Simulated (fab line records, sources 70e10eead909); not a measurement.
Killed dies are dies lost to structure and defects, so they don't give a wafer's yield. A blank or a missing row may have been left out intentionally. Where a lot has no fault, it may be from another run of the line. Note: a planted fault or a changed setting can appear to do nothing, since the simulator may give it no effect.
Chamber matching / flow nand-harc / 3 sister chambers for NHARC_A_STAIRCASE_DEP_151 on pecvd-03
The step deposits SiO2, target thk 7200 nm. 6 wafers are shown with their chamber, then 9 later ones without.

## WAFERS PAIRED WITH THEIR CHAMBERS
wafer=L085.3; chamber=0; heater-power-w (W)=790; susceptor-temp-C (C)=400.34
wafer=L085.4; chamber=2; heater-power-w (W)=539; susceptor-temp-C (C)=400.16
wafer=L085.5; chamber=1; heater-power-w (W)=560; susceptor-temp-C (C)=399.62
wafer=L091.1; chamber=0; heater-power-w (W)=836; susceptor-temp-C (C)=400.08
wafer=L091.2; chamber=2; heater-power-w (W)=708; susceptor-temp-C (C)=399.99
wafer=L091.3; chamber=1; heater-power-w (W)=722; susceptor-temp-C (C)=400.15

## WAFERS WHOSE CHAMBER IS MISSING
wafer=L095.1; heater-power-w (W)=656; susceptor-temp-C (C)=400.27
wafer=L095.2; heater-power-w (W)=794; susceptor-temp-C (C)=400.11
wafer=L095.3; heater-power-w (W)=720; susceptor-temp-C (C)=400.01
wafer=L096.1; heater-power-w (W)=828; susceptor-temp-C (C)=400.25
wafer=L096.3; heater-power-w (W)=701; susceptor-temp-C (C)=399.89
wafer=L096.4; heater-power-w (W)=681; susceptor-temp-C (C)=399.72
wafer=L097.2; heater-power-w (W)=674; susceptor-temp-C (C)=400.47
wafer=L097.5; heater-power-w (W)=583; susceptor-temp-C (C)=400.01
wafer=L097.6; heater-power-w (W)=670; susceptor-temp-C (C)=399.94

## WHICH CHAMBER EACH ONE RAN IN
wafer=L095.1; from the rows above=can't be placed: 2 or 1 or 0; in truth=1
wafer=L095.2; from the rows above=can't be placed: 0 or 2 or 1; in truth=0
wafer=L095.3; from the rows above=can't be placed: 1 or 2 or 0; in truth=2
wafer=L096.1; from the rows above=can't be placed: 0 or 2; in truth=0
wafer=L096.3; from the rows above=can't be placed: 1 or 2 or 0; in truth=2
wafer=L096.4; from the rows above=can't be placed: 1 or 2 or 0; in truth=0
wafer=L097.2; from the rows above=can't be placed: 2 or 0 or 1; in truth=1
wafer=L097.5; from the rows above=can't be placed: 2 or 1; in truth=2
wafer=L097.6; from the rows above=can't be placed: 1 or 2 or 0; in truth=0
0 of 9 placed correctly. Cannot be placed on the basis of these rows: 9; the candidates contain the true chamber in 9. 0 placed wrongly.
How it was worked out, from the rows above alone: a wafer's distance from a chamber is the root of the sum, over the readings, of the square of ((its reading less the chamber's mean) divided by the reading's scatter). The wafer belongs to the nearest chamber; if the next one is less than 2 further off, it can't be placed. For every chamber, the mean is computed from those of its wafers that are shown. The scatter is the square root of a quotient: the sum, over the shown wafers, of each reading's squared deviation from its chamber's mean, divided by wafers minus chambers.
